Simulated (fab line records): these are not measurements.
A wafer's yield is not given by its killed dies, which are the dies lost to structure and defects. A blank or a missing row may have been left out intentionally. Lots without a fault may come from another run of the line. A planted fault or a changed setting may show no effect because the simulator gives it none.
A single fault, viewed from 2 desks :: flow n5_finfet :: each desk has only its own numbers; what lay behind them comes last

== THE METROLOGY DESK ==
Means of the sampled wafers that have a number, per lot and without regard to the tool the lot ran on: this is what the gauges read. A lot is out of limits, marked OUT, if its mean lies more than 4 standard deviations from the usual mean; the brackets give that distance. Readings shown: 7 out of 13 (the first out of limits, and those lying furthest out on some lot).
Columns: A = DIBL_P at N5_BEOL_M4_RC_MEAS_101, usual 36.6 mV/V; B = IOFF_P at N5_BEOL_M4_RC_MEAS_101, usual 0.23 nA/um; C = IOFF_P_LIN at N5_BEOL_M4_RC_MEAS_101, usual 0.105 nA/um; D = ION_P at N5_BEOL_M4_RC_MEAS_101, usual 468 uA/um; E = SS_P at N5_BEOL_M4_RC_MEAS_101, usual 73.4 mV/dec; F = VT_P at N5_BEOL_M4_RC_MEAS_101, usual -248.9 mV; G = VT_P_LONG at N5_BEOL_M4_RC_MEAS_101, usual -274.3 mV
lot: L209
first seen here: day 9 01:44
A: 38.7
B: 0.28
C: 0.125
D: 478
E: 73.6
F: -244.0
G: -272.1

lot: L210
first seen here: day 9 07:34
A: 35.1
B: 0.20
C: 0.097
D: 468
E: 72.7
F: -249.7
G: -275.8

lot: L208
first seen here: day 9 21:16
A: 37.1
B: 0.24
C: 0.109
D: 461
E: 73.3
F: -248.3
G: -274.6

lot: L207
first seen here: day 9 21:41
A: 36.8
B: 0.20
C: 0.095
D: 459
E: 73.0
F: -251.7
G: -276.6

lot: L220
first seen here: day 12 22:55
A: 30.8
B: 0.12
C: 0.060
D: 438
E: 72.0
F: -262.6 (-4.7) OUT
G: -282.4

lot: L223
first seen here: day 13 07:41
A: 38.2
B: 0.25
C: 0.113
D: 466
E: 74.3
F: -246.6
G: -276.4

lot: L222
first seen here: day 13 22:39
A: 39.5
B: 0.25
C: 0.113
D: 471
E: 73.6
F: -248.9
G: -274.7

lot: L224
first seen here: day 14 20:04
A: 37.2
B: 0.22
C: 0.101
D: 473
E: 73.7
F: -251.2
G: -275.6

lot: L225
first seen here: day 15 13:55
A: 35.6
B: 0.20
C: 0.096
D: 466
E: 73.2
F: -248.7
G: -273.7

lot: L229
first seen here: day 15 18:07
A: 37.9
B: 0.24
C: 0.108
D: 461
E: 73.6
F: -249.5
G: -274.7
This desk's result: L220 out of limits, first on L220 (VT_P at N5_BEOL_M4_RC_MEAS_101), day 12 22:55. L209, L210, L208, L207, L223, L222, L224, L225, L229: within limits.

== THE TOOL OWNER'S DESK: ald_hk-03 ==
The tool's own readings at N5_HKMG_FIN_ALD_74 (deposits La2O3, target thk 0.5 nm, pulse time 6 s, co reactant pulse time 1 s): means of the sampled wafers that have a number, for each lot that ran on this tool. A lot is out of limits, marked OUT, if its mean lies more than 4 standard deviations from the usual mean; the brackets give that distance.
Columns: A = heater_power_w at N5_HKMG_FIN_ALD_74, usual 325 W; B = precursor_pulse_height_rel at N5_HKMG_FIN_ALD_74, usual 1.002; C = susceptor_temp_C at N5_HKMG_FIN_ALD_74, usual 249.97 C
lot: L209
first seen here: day 4 13:43
A: 358
B: 1.010
C: 249.92

lot: L210
first seen here: day 4 22:29
A: 338
B: 0.984
C: 250.13

lot: L220
first seen here: day 7 03:42
A: 420
B: 0.986
C: 250.05
This desk's verdict: no lot among the 3 shows anything out of limits.

== TAKEN TOGETHER ==
Metrology desk: alarm possible at day 12 22:55 on L220.
Nothing out of limits was seen by the tool owner's desk.
On record at the tool owner's desk: L220, within its limits.
The lots listed all ran N5_HKMG_FIN_ALD_74 on ald_hk-03.

== WHAT THE SIMULATOR HAD INSERTED ==
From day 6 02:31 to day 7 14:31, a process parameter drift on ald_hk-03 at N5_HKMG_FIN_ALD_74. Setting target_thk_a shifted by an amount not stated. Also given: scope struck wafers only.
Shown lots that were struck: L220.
Time in hours between the start of the fault and the first out-of-limits reading at each desk: metrology desk, 164.
